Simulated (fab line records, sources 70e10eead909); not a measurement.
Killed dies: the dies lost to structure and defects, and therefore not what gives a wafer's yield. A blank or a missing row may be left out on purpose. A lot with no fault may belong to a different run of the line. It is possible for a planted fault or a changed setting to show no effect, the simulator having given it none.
fab line records	flow nandHarc
record: lots: 6	wafers: 18	lastDay: 24
route steps=1159 shown A_STAIRCASE@542 END@1159
lots untouched by any fault: they come from a run of this same line in which no faults occurred
startH: start of the lot's first displayed wafer, in hours after the record's first day	waitH: hours elapsed since this lot's preceding step	" identical to the entry in the row above	L1.1+2: several wafers, shown together as one row	- no value present, or no start provided	* or withheld: withheld	< > ~ a bound
route shown NAME@n: a module of which the file shows steps, and the number in the route of the first	usual: mean and standard deviation over wafers with no fault	same: alike in all rows	chamber/n: place in a boat	sites: each site's reading	_std_site: their standard deviation	_edge_site: outer sites' mean less inner sites'	radiusMm: for every site, how far away it sits from the centre of the wafer	mask NAME#n: copy n	behind: tool/chamber where the wafer was last shaped	hold: reason for holding the lot/hours on hold/outcome of the hold	device: which transistor (n, p or np) failed to switch	end of line: the same wafers' tests at the end of the route	a step with no rows: only its recipe	killed: count of dies lost to structure and defects at first sort (not the wafer's yield)	map: a wafer's dies, x killed, . not, _ none there
set.NAME: the setting the step ran with; set.NAME@STEP: the setting that earlier step ran with	model.NAME: the simulator's own value behind a step, which no gauge read
lots at selected steps of the route; one table per step, one row per wafer
services: a tool's chamber out of use, with start hour (startH, from the record's first day; less than 0 if before it), hours out, and reason
== steps ==
step: NHARC_A_STAIRCASE_EXPOSE_06
recipe: na: 0.5	doseMj: 25.43	maskId: STAIR
step: NHARC_A_STAIRCASE_PEB_07
recipe: pebTempC: 115	pebTimeS: 130
step: NHARC_A_STAIRCASE_DEVELOP_08
recipe: timeS: 140
step: NHARC_A_STAIRCASE_HARDBAKE_10
recipe: tempC: 120	timeS: 140
step: NHARC_A_STAIRCASE_DESCUM_11
recipe: timeS: 3	o2FlowSccm: 200	arFlowSccm: 0	biasPowerW: 0	chemistry: O2
usual: drypumpMotorCurrentA: 5.9/0.43	oesProductAu: 1.005/0.014	rfVppV: 58.0/0.83	showerheadPlenumPTorr: 1.92/0.078	throttleValvePct: 11.311/0.009
lot.wafer	tool	chamber	startH	waitH	drypumpMotorCurrentA	oesProductAu	rfHoursCounterH	rfVppV	showerheadPlenumPTorr	throttleValvePct
L534.4	rieDiel-08	3	240.40	-	6.5	1.028	37	57.1	1.83	11.312
L534.1	"	0	"	"	6.2	1.017	39	57.9	1.92	11.301
L534.2	"	1	"	"	6.0	1.017	41	56.5	1.86	11.308
L538.4	rieDiel-03	0	253.17	-	5.7	1.007	9	58.2	1.96	11.311
L538.2	"	2	"	"	5.5	1.030	8	58.9	1.97	11.300
L538.3	"	3	"	"	5.6	1.001	9	57.7	1.90	11.315
L545.2	rieDiel-08	3	315.15	-	6.5	1.033	1	57.8	1.82	11.314
L545.4	"	1	"	"	6.0	1.008	2	58.1	1.85	11.300
L545.6	"	0	"	"	6.2	1.018	-	59.8	1.91	11.308
L547.2	rieDiel-03	1	322.58	-	5.7	0.988	36	58.7	1.85	11.307
L547.4	"	3	"	"	5.6	0.994	37	57.3	1.89	11.312
L547.6	"	1	"	"	5.7	0.994	-	57.9	1.85	11.306
L549.4	rieDiel-03	2	331.61	-	5.5	1.008	38	58.9	1.96	11.309
L549.3	"	1	"	"	5.7	0.997	39	57.0	1.85	11.307
L549.5	"	3	"	"	5.6	0.994	-	56.7	1.89	11.322
L551.1	rieDiel-08	2	346.27	-	6.2	1.004	14	57.7	1.94	11.312
L551.2	"	3	"	"	6.4	1.026	13	56.6	1.82	11.309
L551.3	"	0	"	"	6.2	1.019	13	59.4	1.91	11.325
step: NHARC_A_STAIRCASE_TRIM_12
recipe: timeS: 211.2	o2FlowSccm: 500	arFlowSccm: 0	biasW: 0	chemistry: O2
step: NHARC_A_STAIRCASE_ETCH_13
recipe: targetDepthA: 1000	timeS: 40.5	ionEnergyEv: 400	c4f8FlowSccm: 20	o2FlowSccm: 10	arFlowSccm: withheld	rfW: 600	biasW: 1000	chemistry: C4F8/O2
usual: oesProductAu: 0.942/0.018	rfVppV: 897/4.8
lot.wafer	tool	chamber	startH	waitH	oesProductAu	rfHoursCounterH	rfVppV
L534.4	rieDiel-08	2	-	-	0.930	39	898
L534.2	"	3	"	"	0.947	37	891
L534.1	"	0	"	"	0.939	39	897
L538.2	rieDiel-03	0	-	-	0.956	9	899
L538.4	"	2	"	"	0.992	8	900
L538.3	"	3	"	"	0.962	9	895
L545.4	rieDiel-08	2	-	-	0.949	3	898
L545.2	"	3	"	"	0.961	2	889
L545.6	"	0	"	"	0.944	-	897
L547.2	rieDiel-03	0	-	-	0.930	37	898
L547.4	"	1	"	"	0.929	36	891
L547.6	"	1	"	"	0.920	-	891
L549.3	rieDiel-03	0	-	-	0.953	41	898
L549.4	"	2	"	"	0.952	38	899
L549.5	"	0	"	"	0.961	-	899
L551.2	rieDiel-08	0	-	-	0.969	13	895
L551.3	"	1	"	"	0.943	14	891
L551.1	"	2	"	"	0.963	14	898
step: NHARC_A_STAIRCASE_TRIM_14
recipe: timeS: 211.2	o2FlowSccm: 500	arFlowSccm: 0	biasW: 0	chemistry: O2
step: NHARC_A_STAIRCASE_ETCH_15
recipe: targetDepthA: 1000	timeS: 40.5	ionEnergyEv: 400	c4f8FlowSccm: 20	o2FlowSccm: 10	arFlowSccm: withheld	rfW: 600	biasW: 1000	chemistry: C4F8/O2
usual: oesProductAu: 0.943/0.016	rfVppV: 896/4.9
lot.wafer	tool	chamber	startH	waitH	oesProductAu	rfHoursCounterH	rfVppV
L534.4	rieDiel-08	0	-	-	0.942	39	897
L534.2	"	2	"	"	0.944	39	899
L534.1	"	3	"	"	0.958	37	890
L538.3	rieDiel-03	0	-	-	0.944	9	899
L538.2	"	1	"	"	0.932	8	893
L538.4	"	3	"	"	0.937	9	896
L545.4	rieDiel-08	2	-	-	0.961	4	899
L545.2	"	0	"	"	0.951	3	896
L545.6	"	3	"	"	0.970	-	889
L547.2	rieDiel-03	2	-	-	0.943	35	898
L547.4	"	0	"	"	0.940	37	898
L547.6	"	2	"	"	0.944	-	898
L549.4	rieDiel-03	0	-	-	0.966	41	898
L549.3	"	1	"	"	0.944	39	892
L549.5	"	2	"	"	0.946	-	899
L551.2	rieDiel-08	0	-	-	0.972	13	894
L551.3	"	2	"	"	0.954	14	897
L551.1	"	3	"	"	0.977	13	891
step: NHARC_A_STAIRCASE_TRIM_16
recipe: timeS: 211.2	o2FlowSccm: 500	arFlowSccm: 0	biasW: 0	chemistry: O2
step: NHARC_A_STAIRCASE_ETCH_17
recipe: targetDepthA: 1000	timeS: 40.5	ionEnergyEv: 400	c4f8FlowSccm: 20	o2FlowSccm: 10	arFlowSccm: withheld	rfW: 600	biasW: 1000	chemistry: C4F8/O2
usual: oesProductAu: 0.945/0.016	rfVppV: 896/4.9
lot.wafer	tool	chamber	startH	waitH	oesProductAu	rfHoursCounterH	rfVppV
L534.2	rieDiel-08	0	-	-	0.950	39	897
L534.1	"	2	"	"	0.946	39	898
L534.4	"	3	"	"	0.955	37	890
L538.3	rieDiel-03	1	-	-	0.922	8	894
L538.2	"	2	"	"	0.943	8	899
L538.4	"	3	"	"	0.934	10	893
L545.4	rieDiel-08	3	-	-	0.979	3	891
L545.2	"	0	"	"	0.954	3	897
L545.6	"	3	"	"	0.970	-	890
L547.2	rieDiel-03	1	-	-	0.940	36	892
L547.4	"	0	"	"	0.956	38	898
L547.6	"	1	"	"	0.938	-	892
L549.3	rieDiel-03	0	-	-	0.954	41	899
L549.4	"	3	"	"	0.940	40	894
L549.5	"	1	"	"	0.951	-	892
L551.2	rieDiel-08	2	-	-	0.947	14	897
L551.3	"	0	"	"	0.971	13	896
L551.1	"	1	"	"	0.937	15	892
step: NHARC_A_STAIRCASE_TRIM_18
recipe: timeS: 211.2	o2FlowSccm: 500	arFlowSccm: 0	biasW: 0	chemistry: O2
usual: drypumpMotorCurrentA: 5.9/0.43	oesProductAu: 1.004/0.016	rfVppV: 57.8/0.92	showerheadPlenumPTorr: 3.54/0.13	throttleValvePct: 17.038/0.0087
lot.wafer	tool	chamber	startH	waitH	drypumpMotorCurrentA	oesProductAu	rfHoursCounterH	rfVppV	showerheadPlenumPTorr	throttleValvePct
L534.4	rieDiel-08	1	241.29	-	6.1	1.015	41	57.9	3.43	17.035
L534.2	"	2	"	"	6.3	1.006	39	57.7	3.60	17.043
L534.1	"	0	"	"	6.3	1.019	39	54.8	3.54	17.019
L538.3	rieDiel-03	1	254.10	-	5.6	1.004	8	55.7	3.44	17.027
L538.2	"	2	"	"	5.5	1.019	8	58.1	3.62	17.035
L538.4	"	3	"	"	5.6	1.000	10	58.2	3.50	17.045
L545.2	rieDiel-08	0	317.50	-	6.2	1.008	3	57.0	3.53	17.045
L545.4	"	1	"	"	6.1	0.987	4	58.2	3.42	17.028
L545.6	"	2	"	"	6.3	1.009	-	58.3	3.58	17.042
L547.2	rieDiel-03	2	323.38	-	5.5	1.205	35	57.7	3.61	17.052
L547.4	"	3	"	"	5.6	0.988	37	58.4	3.48	17.036
L547.6	"	1	"	"	5.6	0.995	-	58.7	3.43	17.039
L549.4	rieDiel-03	1	332.39	-	5.7	0.994	39	56.6	3.42	17.042
L549.3	"	2	"	"	5.5	1.198	38	57.1	3.61	17.026
L549.5	"	2	"	"	5.5	1.008	-	57.8	3.61	17.041
L551.1	rieDiel-08	1	347.05	-	6.1	0.993	15	59.0	3.42	17.055
L551.3	"	2	"	"	6.3	1.011	14	57.2	3.57	17.029
L551.2	"	3	"	"	6.5	1.029	13	57.1	3.36	17.036
step: NHARC_A_STAIRCASE_ETCH_19
recipe: targetDepthA: 1000	timeS: 40.5	ionEnergyEv: 400	c4f8FlowSccm: 20	o2FlowSccm: 10	arFlowSccm: withheld	rfW: 600	biasW: 1000	chemistry: C4F8/O2
usual: oesProductAu: 0.946/0.016	rfVppV: 896/5
lot.wafer	tool	chamber	startH	waitH	oesProductAu	rfHoursCounterH	rfVppV
L534.4	rieDiel-08	1	-	-	0.957	41	891
L534.2	"	3	"	"	0.969	37	889
L534.1	"	0	"	"	0.948	39	897
L538.3	rieDiel-03	3	-	-	0.939	10	895
L538.4	"	0	"	"	0.946	9	899
L538.2	"	1	"	"	0.944	8	892
L545.4	rieDiel-08	1	-	-	0.939	4	890
L545.2	"	2	"	"	0.953	4	898
L545.6	"	0	"	"	0.950	-	896
L547.2	rieDiel-03	1	-	-	0.941	36	892
L547.4	"	2	"	"	0.964	35	899
L547.6	"	1	"	"	0.936	-	893
L549.3	rieDiel-03	3	-	-	0.944	40	894
L549.4	"	1	"	"	0.944	39	893
L549.5	"	3	"	"	0.947	-	893
L551.2	rieDiel-08	3	-	-	0.985	13	890
L551.3	"	0	"	"	0.971	14	897
L551.1	"	1	"	"	0.930	15	892
step: NHARC_END_SORT_01
recipe: tempC: 25
usual: killedAtArray: 27/10	killedAtOther: 0.6/0.96	killedAtPeriphery: 3.4/2.7	killedDies: 31/10	killedOpen: 2.9/1.8	killedShort: 1.8/1.4
same: grossDies: 677
lot.wafer	tool	chamber	startH	waitH	killedAtArray	killedAtOther	killedAtPeriphery	killedDies	killedOpen	killedShort
L534.1	prober-02	0	457.19	2.5	20	0	4	24	0	0
L534.2	prober-02	0	457.98	2.8	25	3	2	30	1	2
L534.4	prober-02	0	459.55	3.4	25	0	3	28	0	0
L538.2	prober-01	0	465.92	2.8	13	1	4	18	2	1
L538.3	prober-01	0	466.72	3.1	12	0	3	15	3	1
L538.4	prober-01	0	467.53	3.4	19	0	8	27	1	0
L545.4	prober-01	0	511.97	3.4	11	2	3	16	3	4
L545.6	prober-01	0	513.57	4.0	20	2	3	25	3	4
L547.2	prober-01	0	532.19	2.8	22	0	1	23	1	2
L547.4	prober-01	0	533.78	3.4	20	1	1	22	3	0
L547.6	prober-01	0	535.37	4.0	28	2	5	35	2	3
L549.3	prober-02	0	532.92	3.1	21	3	0	24	2	2
L549.4	prober-02	0	533.71	3.4	22	2	1	25	4	2
L549.5	prober-02	0	534.50	3.7	14	1	0	15	1	2
L551.1	prober-01	0	563.56	2.5	22	0	1	23	4	0
L551.2	prober-01	0	564.37	2.8	32	0	1	33	4	0
L551.3	prober-01	0	565.18	3.1	24	0	0	24	3	1
killed by level:class
L534.1 A_CHANNEL_HOLE_D1:chamberFilmFlake=7 A_SLIT:chamberFilmFlake=7 P_STI:chamberFilmFlake=2 P_GATE:chamberFilmFlake=2 A_CHANNEL_FILL_D1:chamberFilmFlake=2 A_STAIRCASE:chamberFilmFlake=2 A_ZERO_WELL:chamberFilmFlake=1 A_WL_FILL:chamberFilmFlake=1
L534.2 A_CHANNEL_HOLE_D1:chamberFilmFlake=10 A_SLIT:chamberFilmFlake=8 THIN_TSV:chamberFilmFlake=3 A_ONON_D1:geometricParticle:open=1 A_SGD_CUT:geometricParticle:short=1 A_WL_FILL:geometricParticle:short=1 P_ZERO_WELL:chamberFilmFlake=1 P_GATE:chamberFilmFlake=1
L534.4 A_SLIT:chamberFilmFlake=10 A_CHANNEL_HOLE_D1:chamberFilmFlake=7 A_CHANNEL_FILL_D1:chamberFilmFlake=3 A_STAIRCASE:chamberFilmFlake=3 P_STI:chamberFilmFlake=1 P_GATE:chamberFilmFlake=1 P_BONDPAD:chamberFilmFlake=1 A_ZERO_WELL:chamberFilmFlake=1
L538.2 A_CHANNEL_HOLE_D1:chamberFilmFlake=4 P_CONTACT:chamberFilmFlake=3 A_STAIRCASE:chamberFilmFlake=2 A_CONTACT:chamberFilmFlake=2 A_CHANNEL_FILL_D1:geometricParticle:short=1 A_CONTACT:geometricParticle:open=1 A_M0:geometricParticle:open=1 P_ZERO_WELL:chamberFilmFlake=1
L538.3 A_CHANNEL_HOLE_D1:chamberFilmFlake=5 P_CONTACT:chamberFilmFlake=2 A_STAIRCASE:chamberFilmFlake=2 P_GATE:geometricParticle:open=1 A_M1:chamberFilmFlake=1 A_CHANNEL_FILL_D1:geometricParticle:open=1 A_WL_FILL:geometricParticle:short=1 A_BLC:geometricParticle:open=1
L538.4 P_CONTACT:chamberFilmFlake=8 A_STAIRCASE:chamberFilmFlake=8 A_CONTACT:chamberFilmFlake=5 A_CHANNEL_HOLE_D1:chamberFilmFlake=4 A_BLC:geometricParticle:open=1 A_SLIT:chamberFilmFlake=1
L545.4 A_CHANNEL_HOLE_D1:chamberFilmFlake=6 A_CHANNEL_FILL_D1:geometricParticle:short=2 P_STI:chamberFilmFlake=2 P_M1:geometricParticle:open=1 A_SOURCE_PLATE:geometricParticle:short=1 A_M0:geometricParticle:short=1 A_M0:geometricParticle:open=1 STARTING-WAFER:geometricParticle:open=1
L545.6 A_CHANNEL_HOLE_D1:chamberFilmFlake=7 A_ZERO_WELL:chamberFilmFlake=3 P_STI:chamberFilmFlake=2 A_CONTACT:chamberFilmFlake=2 P_STI:geometricParticle:short=1 A_ONON_D1:geometricParticle:short=1 A_CHANNEL_FILL_D1:geometricParticle:open=1 A_SGD_CUT:geometricParticle:short=1
L547.2 A_CHANNEL_HOLE_D1:chamberFilmFlake=13 A_CONTACT:chamberFilmFlake=3 A_WL_FILL:geometricParticle:short=2 A_CONTACT:geometricParticle:open=1 P_GATE:chamberFilmFlake=1 A_ZERO_WELL:chamberFilmFlake=1 A_CHANNEL_FILL_D1:chamberFilmFlake=1 A_SLIT:chamberFilmFlake=1
L549.3 A_CHANNEL_HOLE_D1:chamberFilmFlake=8 A_CONTACT:chamberFilmFlake=5 THIN_TSV:chamberFilmFlake=3 A_STAIRCASE:areaTrim=2 A_SOURCE_PLATE:geometricParticle:short=1 A_CHANNEL_FILL_D1:geometricParticle:short=1 A_STAIRCASE:geometricParticle:open=1 A_CONTACT:geometricParticle:open=1
L549.4 A_CHANNEL_HOLE_D1:chamberFilmFlake=10 A_CONTACT:geometricParticle:open=3 A_CONTACT:chamberFilmFlake=3 A_WL_FILL:chamberFilmFlake=2 THIN_TSV:chamberFilmFlake=2 A_ONON_D1:geometricParticle:short=1 A_WL_FILL:geometricParticle:open=1 A_M0:geometricParticle:short=1
L547.4 A_CHANNEL_HOLE_D1:chamberFilmFlake=13 A_CONTACT:geometricParticle:open=2 A_CONTACT:chamberFilmFlake=2 A_M0:geometricParticle:open=1 P_GATE:chamberFilmFlake=1 A_ZERO_WELL:chamberFilmFlake=1 A_STAIRCASE:chamberFilmFlake=1 THIN_TSV:chamberFilmFlake=1
L549.5 A_CHANNEL_HOLE_D1:chamberFilmFlake=9 A_CONTACT:chamberFilmFlake=3 A_CHANNEL_HOLE_D1:geometricParticle:short=1 A_M0:geometricParticle:open=1 STARTING-WAFER:geometricParticle:short=1
L547.6 A_CHANNEL_HOLE_D1:chamberFilmFlake=17 A_CONTACT:chamberFilmFlake=5 A_WL_FILL:geometricParticle:short=2 P_GATE:chamberFilmFlake=2 THIN_TSV:chamberFilmFlake=2 P_CONTACT:geometricParticle:short=1 P_CONTACT:geometricParticle:open=1 A_SGD_CUT:geometricParticle:open=1
L551.1 A_CHANNEL_HOLE_D1:chamberFilmFlake=10 A_CONTACT:geometricParticle:open=3 A_CONTACT:chamberFilmFlake=3 A_M1:chamberFilmFlake=3 A_WL_FILL:chamberFilmFlake=2 P_M0:geometricParticle:open=1 A_STAIRCASE:chamberFilmFlake=1
L551.2 A_CHANNEL_HOLE_D1:chamberFilmFlake=15 A_CONTACT:chamberFilmFlake=9 A_M1:chamberFilmFlake=2 A_ONON_D1:geometricParticle:open=1 A_CHANNEL_HOLE_D1:geometricParticle:open=1 A_SGD_CUT:geometricParticle:open=1 A_M0:geometricParticle:open=1 P_M1:chamberFilmFlake=1
L551.3 A_CHANNEL_HOLE_D1:chamberFilmFlake=13 A_WL_FILL:chamberFilmFlake=4 A_ONON_D1:geometricParticle:open=1 A_CONTACT:geometricParticle:short=1 A_CONTACT:geometricParticle:open=1 A_BLC:geometricParticle:open=1 A_STAIRCASE:chamberFilmFlake=1 A_SGD_CUT:chamberFilmFlake=1
== services ==
tool	chamber	startH	hours	kind
rieDiel-03	0	224.35	-	clean
rieDiel-03	1	224.35	-	clean
rieDiel-03	2	224.35	-	clean
rieDiel-03	3	224.35	-	clean
rieDiel-08	0	232.27	-	clean
rieDiel-08	1	232.27	-	clean
rieDiel-08	2	232.27	-	clean
rieDiel-08	3	232.27	-	clean
rieDiel-03	0	249.01	-	clean
rieDiel-03	1	249.01	-	clean
rieDiel-03	2	249.01	-	clean
rieDiel-03	3	249.01	-	clean
rieDiel-08	0	256.77	-	clean
rieDiel-08	1	256.77	-	clean
rieDiel-08	2	256.77	-	clean
rieDiel-08	3	256.77	-	clean
rieDiel-08	3	265.31	3.5	repair
rieDiel-03	0	273.51	-	clean
rieDiel-03	1	273.51	-	clean
rieDiel-03	2	273.51	-	clean
rieDiel-03	3	273.51	-	clean
rieDiel-08	0	281.27	-	clean
rieDiel-08	1	281.27	-	clean
rieDiel-08	-	301.80	9.0	pm
== key ==
firstSign: step: NHARC_A_STAIRCASE_TRIM_18	reading: oesProductAu	direction: up	sigmas: 12	usual: 1.004	struck: 1.202
effect none on later readings
metAt NHARC_A_STAIRCASE_TRIM_18
struckWafers L547.2,L549.3
testerLeftOut L547,L549
onsetBetween 254.10 323.38
fault: kind: processParameterDrift	tool: rieDiel-03	chamber: -	onsetH: 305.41	steps: NHARC_A_STAIRCASE_TRIM_18	channel: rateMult	offset: 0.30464	shape: step	endH: 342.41	scope: struckWafersOnly
testerLeftOut: of these lots the tester's yield and bins aren't shown, on N5 and GAA mostly nor the transistor test; their killed dies are dies lost to structure and defects alone, not to doping, threshold or leakage, so they don't give the yield
